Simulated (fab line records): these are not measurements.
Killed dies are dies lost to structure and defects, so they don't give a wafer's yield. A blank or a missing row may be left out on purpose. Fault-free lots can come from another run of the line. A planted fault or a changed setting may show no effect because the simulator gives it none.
fab line records ; flow nand-harc
[record] lots = 13; wafers = 39; last-day = 28
route steps=1159 shown A_CONTACT@946 A_BLC@971 END@1159
lots that met no fault: taken from a fault-free run of the same line
start-h: start of the lot's first displayed wafer, in hours after the record's first day ; wait-h: hours since the lot's step before ; " unchanged from the row above ; L1.1+2: a single row standing in for several wafers ; - no value, or no start given ; * or withheld: withheld ; < > ~ a bound
route shown NAME@n: NAME is a module with steps in the file, n the number in the route of the first one ; usual: mean and standard deviation over wafers with no fault ; same: alike in all rows ; chamber/n: place in a boat ; sites: per-site readings ; _std_site: standard deviation across them ; _edge_site: inner sites' mean taken away from outer sites' mean ; radius-mm: how far each site lies from the wafer's centre ; mask NAME#n: copy n ; behind: the most recent tool/chamber to have shaped the wafer ; hold: the reason the lot was held/the length of the hold in hours/how it ended ; device: whichever transistor did not switch (one of n, p or np) ; end of line: tests of these same wafers at the route's end ; a step given without rows: its recipe and nothing more ; killed: at the first sort, the dies lost to defects and structure; wafer yield is something else ; map: a wafer's dies, x killed, . not, _ none there
set.NAME: the setting the step ran with; set.NAME@STEP: the setting that earlier step ran with ; model.NAME: the simulator's own value behind a step, which no gauge read
the route's steps for a sample of lots (tables are steps, rows are wafers)
services: a tool's chamber out of use, with start hour (start-h, from the record's first day; less than 0 if before it), hours out, and reason
[[steps]]
[step NHARC_A_CONTACT_ETCH_137]
[recipe] source-w = withheld; pressure-mtorr = 20; bias-v = 3000; time-s = 132; target-depth-a = 12870; ar-flow-sccm = withheld; c4f8-flow-sccm = withheld; o2-flow-sccm = withheld; chemistry = C4F8/O2/Ar
lot.wafer;tool;chamber;start-h;wait-h;rf-hours-counter-h
L172.1;har-cap-etch-02;1;465.17;0.1;15
L172.4;har-cap-etch-02;0;465.17;0.1;-
L172.6;har-cap-etch-02;0;465.17;0.1;-
L173.1;har-cap-etch-03;0;469.18;0.1;86
L173.3;har-cap-etch-03;0;469.18;0.1;-
L173.6;har-cap-etch-03;1;469.18;0.1;-
L169.1;har-cap-etch-03;0;474.54;0.1;88
L169.5;har-cap-etch-03;0;474.54;0.1;-
L169.6;har-cap-etch-03;1;474.54;0.1;-
L174.4;har-cap-etch-02;1;494.72;0.1;-
L174.6;har-cap-etch-02;0;494.72;0.1;-
L174.5;har-cap-etch-02;1;494.72;0.1;-
L178.2;har-cap-etch-02;1;501.22;0.1;25
L178.3;har-cap-etch-02;0;501.22;0.1;-
L178.5;har-cap-etch-02;0;501.22;0.1;-
L182.1;har-cap-etch-03;1;509.96;0.1;95
L182.2;har-cap-etch-03;0;509.96;0.1;95
L182.6;har-cap-etch-03;0;509.96;0.1;-
L180.1;har-cap-etch-01;0;527.78;0.1;75
L180.2;har-cap-etch-01;1;527.78;0.1;75
L180.6;har-cap-etch-01;1;527.78;0.1;-
L184.2;har-cap-etch-02;1;528.88;0.1;30
L184.4;har-cap-etch-02;0;528.88;0.1;-
L184.5;har-cap-etch-02;1;528.88;0.1;-
L188.2;har-cap-etch-03;1;536.12;0.1;102
L188.1;har-cap-etch-03;0;536.12;0.1;102
L188.6;har-cap-etch-03;1;536.12;0.1;-
L187.1;har-cap-etch-02;1;543.21;0.1;35
L187.2;har-cap-etch-02;0;543.21;0.1;35
L187.6;har-cap-etch-02;0;543.21;0.1;-
L189.1;har-cap-etch-01;1;546.20;0.1;80
L189.3;har-cap-etch-01;1;546.20;0.1;-
L189.6;har-cap-etch-01;1;546.20;0.1;-
L185.1;har-cap-etch-02;0;547.92;0.1;36
L185.2;har-cap-etch-02;1;547.92;0.1;36
L185.6;har-cap-etch-02;0;547.92;0.1;-
L192.2;har-cap-etch-03;1;567.48;0.1;2
L192.1;har-cap-etch-03;0;567.48;0.1;2
L192.6;har-cap-etch-03;1;567.48;0.1;-
[step NHARC_A_CONTACT_CVD_19]
[recipe] target-thk-a = 3000; temp-c = 300; pressure-torr = 40; wf6-flow-sccm = 40; h2-flow-sccm = 1600; ar-flow-sccm = 1560; time-s = 802; material = W
[usual] heater-power-w = 463/74; mfc-h2-sccm = 1600/4.7; mfc-wf6-sccm = 40.02/0.11; throttle-valve-pct = 7.92/0.23
lot.wafer;tool;chamber;start-h;wait-h;heater-power-w;mfc-h2-sccm;mfc-wf6-sccm;throttle-valve-pct
L172.1;cvd-w-02;0;-;-;469;1592;40.05;7.58
L172.4;cvd-w-02;1;-;-;497;1596;40.20;7.69
L172.6;cvd-w-02;0;-;-;456;1598;40.09;7.34
L173.1;cvd-w-02;0;-;-;457;1605;40.12;7.57
L173.3;cvd-w-02;0;-;-;457;1608;40.13;7.85
L173.6;cvd-w-02;0;-;-;466;1603;39.90;7.82
L169.1;cvd-w-01;0;-;-;535;1603;40.03;8.05
L169.6;cvd-w-01;1;-;-;348;1601;39.94;7.92
L169.5;cvd-w-01;0;-;-;528;1605;40.01;7.94
L174.4;cvd-w-01;1;-;-;357;1605;40.00;7.94
L174.6;cvd-w-01;0;-;-;538;1599;39.98;8.06
L174.5;cvd-w-01;1;-;-;366;1600;39.86;7.89
L178.2;cvd-w-02;1;-;-;489;1602;40.00;7.65
L178.3;cvd-w-02;0;-;-;453;1598;40.14;7.85
L178.5;cvd-w-02;0;-;-;465;1590;39.86;7.58
L182.2;cvd-w-01;1;-;-;361;1602;40.04;8.00
L182.1;cvd-w-01;0;-;-;554;1590;39.89;8.08
L182.6;cvd-w-01;0;-;-;547;1601;39.92;7.94
L180.2;cvd-w-02;0;-;-;464;1595;40.10;7.80
L180.1;cvd-w-02;1;-;-;494;1598;40.16;8.00
L180.6;cvd-w-02;0;-;-;463;1604;40.12;7.63
L184.2;cvd-w-01;1;-;-;353;1594;40.01;7.97
L184.4;cvd-w-01;1;-;-;357;1594;40.09;7.97
L184.5;cvd-w-01;1;-;-;353;1595;40.19;7.87
L188.1;cvd-w-02;1;-;-;523;1601;40.04;8.11
L188.2;cvd-w-02;0;-;-;465;1607;39.89;7.66
L188.6;cvd-w-02;0;-;-;462;1605;39.95;7.63
L187.1;cvd-w-02;1;-;-;498;1598;39.89;8.08
L187.2;cvd-w-02;0;-;-;462;1601;39.94;7.84
L187.6;cvd-w-02;0;-;-;467;1607;40.04;7.66
L189.1;cvd-w-01;0;-;-;539;1598;40.06;8.14
L189.3;cvd-w-01;1;-;-;363;1603;40.06;7.90
L189.6;cvd-w-01;0;-;-;545;1602;40.05;8.46
L185.2;cvd-w-01;1;-;-;362;1602;40.20;8.15
L185.1;cvd-w-01;0;-;-;542;1610;40.17;8.01
L185.6;cvd-w-01;1;-;-;346;1596;40.02;8.15
L192.1;cvd-w-01;0;-;-;538;1604;39.77;8.33
L192.2;cvd-w-01;1;-;-;356;1603;39.92;8.10
L192.6;cvd-w-01;1;-;-;361;1603;39.95;7.88
[step NHARC_A_BLC_EXPOSE_07]
[recipe] na = 1.35; target-cd-nm = 100; dose-mj = 67.97; mask-id = A_BLC
[usual] exposure-dose-mJ-cm2 = 67.96/0.066
lot.wafer;tool;chamber;start-h;wait-h;mask;exposure-dose-mJ-cm2
L172.1;arfi-scanner-03;0;494.14;-;A_BLC#0;68.04
L172.4;arfi-scanner-03;0;494.14;-;A_BLC#0;68.09
L172.6;arfi-scanner-03;0;494.14;-;A_BLC#0;68.07
L173.1;arfi-scanner-01;0;501.41;-;A_BLC#0;67.96
L173.3;arfi-scanner-01;0;501.41;-;A_BLC#0;67.78
L173.6;arfi-scanner-01;0;501.41;-;A_BLC#0;67.91
L169.1;arfi-scanner-01;0;506.45;-;A_BLC#0;67.98
L169.5;arfi-scanner-01;0;506.45;-;A_BLC#0;67.93
L169.6;arfi-scanner-01;0;506.45;-;A_BLC#0;67.91
L174.4;arfi-scanner-01;0;524.49;-;A_BLC#0;67.95
L174.5;arfi-scanner-01;0;524.49;-;A_BLC#0;67.91
L174.6;arfi-scanner-01;0;524.49;-;A_BLC#0;67.92
L178.2;arfi-scanner-01;0;531.65;-;A_BLC#0;68.09
L178.3;arfi-scanner-01;0;531.65;-;A_BLC#0;67.87
L178.5;arfi-scanner-01;0;531.65;-;A_BLC#0;67.95
L182.1;arfi-scanner-01;0;536.69;-;A_BLC#0;67.88
L182.2;arfi-scanner-01;0;536.69;-;A_BLC#0;67.98
L182.6;arfi-scanner-01;0;536.69;-;A_BLC#0;68.00
L180.1;arfi-scanner-02;0;549.84;-;A_BLC#0;67.98
L180.2;arfi-scanner-02;0;549.84;-;A_BLC#0;68.00
L180.6;arfi-scanner-02;0;549.84;-;A_BLC#0;68.03
L184.2;arfi-scanner-01;0;550.39;-;A_BLC#0;67.95
L184.4;arfi-scanner-01;0;550.39;-;A_BLC#0;67.97
L184.5;arfi-scanner-01;0;550.39;-;A_BLC#0;67.92
L188.1;arfi-scanner-03;0;554.50;-;A_BLC#0;67.88
L188.2;arfi-scanner-03;0;554.50;-;A_BLC#0;67.88
L188.6;arfi-scanner-03;0;554.50;-;A_BLC#0;67.87
L187.1;arfi-scanner-01;0;556.40;-;A_BLC#0;70.00
L187.2;arfi-scanner-01;0;556.40;-;A_BLC#0;69.91
L187.6;arfi-scanner-01;0;556.40;-;A_BLC#0;69.97
L189.1;arfi-scanner-01;0;566.16;-;A_BLC#0;69.64
L189.3;arfi-scanner-01;0;566.16;-;A_BLC#0;69.59
L189.6;arfi-scanner-01;0;566.16;-;A_BLC#0;69.67
L185.1;arfi-scanner-03;0;566.87;-;A_BLC#0;68.00
L185.2;arfi-scanner-03;0;566.87;-;A_BLC#0;67.96
L185.6;arfi-scanner-03;0;566.87;-;A_BLC#0;68.01
L192.1;arfi-scanner-02;0;592.85;-;A_BLC#0;68.00
L192.2;arfi-scanner-02;0;592.85;-;A_BLC#0;68.04
L192.6;arfi-scanner-02;0;592.85;-;A_BLC#0;67.99
[step NHARC_A_BLC_CD_MEAS_10]
[recipe] target-cd-nm = 100; landing-energy-ev = 500
[usual] cd-nm = 100.4/0.61
lot.wafer;tool;chamber;start-h;wait-h;cd-nm
L172.1;cd-sem-02;0;494.27;-;99.1
L172.4;cd-sem-02;0;494.27;-;100.2
L172.6;cd-sem-02;0;494.27;-;99.2
L173.1;cd-sem-01;0;501.55;-;101.5
L173.3;cd-sem-01;0;501.55;-;101.2
L173.6;cd-sem-01;0;501.55;-;100.9
L169.1;cd-sem-02;0;506.59;-;99.8
L169.5;cd-sem-02;0;506.59;-;99.2
L169.6;cd-sem-02;0;506.59;-;100.1
L174.4;cd-sem-01;0;524.63;-;100.1
L174.5;cd-sem-01;0;524.63;-;100.7
L174.6;cd-sem-01;0;524.63;-;100.1
L178.2;cd-sem-03;0;531.78;-;101.3
L178.3;cd-sem-03;0;531.78;-;100.3
L178.5;cd-sem-03;0;531.78;-;101.0
L182.1;cd-sem-01;0;536.83;-;100.5
L182.2;cd-sem-01;0;536.83;-;99.8
L182.6;cd-sem-01;0;536.83;-;101.5
L180.1;cd-sem-03;0;549.98;-;99.8
L180.2;cd-sem-03;0;549.98;-;99.5
L180.6;cd-sem-03;0;549.98;-;100.8
L184.2;cd-sem-03;0;550.53;-;99.5
L184.4;cd-sem-03;0;550.53;-;100.2
L184.5;cd-sem-03;0;550.53;-;99.9
L188.1;cd-sem-03;0;554.64;-;100.6
L188.2;cd-sem-03;0;554.64;-;100.2
L188.6;cd-sem-03;0;554.64;-;100.3
L187.1;cd-sem-02;0;556.54;-;102.7
L187.2;cd-sem-02;0;556.54;-;102.2
L187.6;cd-sem-02;0;556.54;-;103.2
L189.1;cd-sem-02;0;566.30;-;101.3
L189.3;cd-sem-02;0;566.30;-;101.3
L189.6;cd-sem-02;0;566.30;-;101.4
L185.1;cd-sem-02;0;567.01;-;100.5
L185.2;cd-sem-02;0;567.01;-;101.5
L185.6;cd-sem-02;0;567.01;-;100.9
L192.1;cd-sem-01;0;592.99;-;100.9
L192.2;cd-sem-01;0;592.99;-;101.2
L192.6;cd-sem-01;0;592.99;-;100.3
[step NHARC_A_BLC_CD_MEAS_19]
[usual] cd-nm = 99.9/2.1
lot.wafer;tool;chamber;start-h;wait-h;cd-nm
L172.1;cd-sem-03;-;495.69;-;102.6
L172.4;cd-sem-03;-;495.69;-;103.3
L172.6;cd-sem-03;-;495.69;-;99.7
L173.1;cd-sem-02;-;502.71;-;100.2
L173.3;cd-sem-02;-;502.71;-;102.8
L173.6;cd-sem-02;-;502.71;-;100.9
L169.1;cd-sem-02;-;507.74;-;98.0
L169.5;cd-sem-02;-;507.74;-;99.6
L169.6;cd-sem-02;-;507.74;-;100.0
L174.4;cd-sem-03;-;525.84;-;104.1
L174.5;cd-sem-03;-;525.84;-;102.9
L174.6;cd-sem-03;-;525.84;-;99.1
L178.2;cd-sem-01;-;532.95;-;97.3
L178.3;cd-sem-01;-;532.95;-;100.8
L178.5;cd-sem-01;-;532.95;-;102.1
L182.1;cd-sem-03;-;538.17;-;100.1
L182.2;cd-sem-03;-;538.17;-;99.9
L182.6;cd-sem-03;-;538.17;-;99.5
L180.1;cd-sem-03;-;551.22;-;99.1
L180.2;cd-sem-03;-;551.22;-;98.3
L180.6;cd-sem-03;-;551.22;-;99.3
L184.2;cd-sem-03;-;551.78;-;99.9
L184.4;cd-sem-03;-;551.78;-;98.2
L184.5;cd-sem-03;-;551.78;-;98.7
L188.1;cd-sem-02;-;555.79;-;101.0
L188.2;cd-sem-02;-;555.79;-;101.0
L188.6;cd-sem-02;-;555.79;-;97.2
L187.1;cd-sem-02;-;557.70;-;100.4
L187.2;cd-sem-02;-;557.70;-;103.9
L187.6;cd-sem-02;-;557.70;-;100.9
L189.1;cd-sem-02;-;567.45;-;100.8
L189.3;cd-sem-02;-;567.45;-;98.1
L189.6;cd-sem-02;-;567.45;-;96.4
L185.1;cd-sem-02;-;568.16;-;102.6
L185.2;cd-sem-02;-;568.16;-;103.0
L185.6;cd-sem-02;-;568.16;-;98.1
L192.1;cd-sem-03;-;594.15;-;100.1
L192.2;cd-sem-03;-;594.15;-;100.6
L192.6;cd-sem-03;-;594.15;-;97.6
[step NHARC_END_SORT_01]
[recipe] temp-c = 25
[usual] killed-at-array = 29/11; killed-at-other = 0.5/0.85; killed-at-periphery = 3.0/2.3; killed-dies = 33/12; killed-open = 3.3/1.9; killed-short = 2.0/1.5
[same] gross-dies = 677
lot.wafer;tool;chamber;start-h;wait-h;killed-at-array;killed-at-other;killed-at-periphery;killed-dies;killed-open;killed-short
L180.2;prober-02;0;623.91;2.8;22;0;0;22;1;2
L184.2;prober-01;0;627.32;2.8;39;0;3;42;6;0
L184.4;prober-01;0;628.94;3.4;43;0;6;49;3;3
L184.5;prober-01;0;629.75;3.8;26;0;3;29;3;2
// killed by level:class
L180.2 A_STAIRCASE:chamber-film-flake=10 A_CHANNEL_HOLE_D1:chamber-film-flake=4 A_CONTACT:chamber-film-flake=4 A_CHANNEL_HOLE_D1:geometric-particle:short=1 A_SGD_CUT:geometric-particle:short=1 A_CONTACT:geometric-particle:open=1 A_ZERO_WELL:chamber-film-flake=1
L184.2 A_CHANNEL_HOLE_D1:chamber-film-flake=20 A_CONTACT:chamber-film-flake=10 A_CONTACT:geometric-particle:open=4 P_GATE:chamber-film-flake=2 A_STAIRCASE:chamber-film-flake=2 A_ONON_D1:geometric-particle:open=1 A_M0:geometric-particle:open=1 P_STI:chamber-film-flake=1
L184.4 A_CHANNEL_HOLE_D1:chamber-film-flake=24 A_STAIRCASE:chamber-film-flake=6 A_CONTACT:chamber-film-flake=6 P_CONTACT:chamber-film-flake=2 A_CHANNEL_FILL_D1:chamber-film-flake=2 P_CONTACT:geometric-particle:short=1 P_M0:geometric-particle:short=1 A_ONON_D1:geometric-particle:open=1
L184.5 A_CHANNEL_HOLE_D1:chamber-film-flake=16 A_CONTACT:chamber-film-flake=4 P_ZERO_WELL:chamber-film-flake=2 A_SOURCE_PLATE:geometric-particle:short=1 A_WL_FILL:geometric-particle:short=1 A_BLC:geometric-particle:open=1 A_M0:geometric-particle:open=1 A_M1:geometric-particle:open=1
[[services]]
tool;chamber;start-h;hours;kind
arfi-scanner-02;-;445.39;31.4;repair
har-cap-etch-01;-;467.90;0.2;repair
cvd-w-01;-;478.55;13.0;pm
cvd-w-01;0;478.55;13.0;vent-cycle
cvd-w-01;1;478.55;17.3;vent-cycle
arfi-scanner-03;-;484.00;4.0;pm
cvd-w-01;0;491.55;-;clean
arfi-scanner-03;-;504.01;22.6;repair
arfi-scanner-01;-;542.20;0.8;repair
arfi-scanner-01;-;543.04;4.0;pm
har-cap-etch-03;-;545.00;17.0;pm
har-cap-etch-03;0;545.00;17.0;vent-cycle
har-cap-etch-03;1;545.00;17.0;vent-cycle
cvd-w-02;-;559.72;13.0;pm
cvd-w-02;0;559.72;13.0;vent-cycle
cvd-w-02;1;559.72;13.0;vent-cycle
har-cap-etch-03;0;562.00;-;clean
har-cap-etch-03;1;562.00;-;clean
cvd-w-02;0;572.72;-;clean
cvd-w-02;1;572.72;-;clean
arfi-scanner-01;-;591.80;1.4;repair
[[key]]
[first-sign] step = NHARC_A_BLC_EXPOSE_07; reading = exposure-dose-mJ-cm2; direction = up; sigmas = 28; usual = 67.96; struck = 69.80
[effect] step = NHARC_A_BLC_CD_MEAS_10; reading = cd-nm; direction = up; sigmas = 2.6; usual = 100.4; struck = 102.0; through = control-loop
met-at NHARC_A_BLC_EXPOSE_07
struck-lots L187,L189
tester-left-out L187,L189
[loop-trim] step = NHARC_A_BLC_EXPOSE_07; setting = dose; lots = L189
not-acting-at NHARC_A_CONTACT_ETCH_137,NHARC_A_CONTACT_CVD_19,NHARC_A_BLC_CD_MEAS_19
onset-between 550.39 556.40
[fault] kind = process-parameter-drift; tool = arfi-scanner-01; chamber = -; onset-h = 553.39; steps = NHARC_A_BLC_EXPOSE_07; channel = dose-mj; offset = 2.0036; shape = step; acts-in = these-recipes-only; stated = 67.97
// tester-left-out: of these lots the tester's yield and bins aren't shown, on N5 and GAA mostly nor the transistor test; their killed dies are dies lost to structure and defects alone, not to doping, threshold or leakage, so they don't give the yield
// loop-trim: a control loop set the setting to another value than it would have without faults
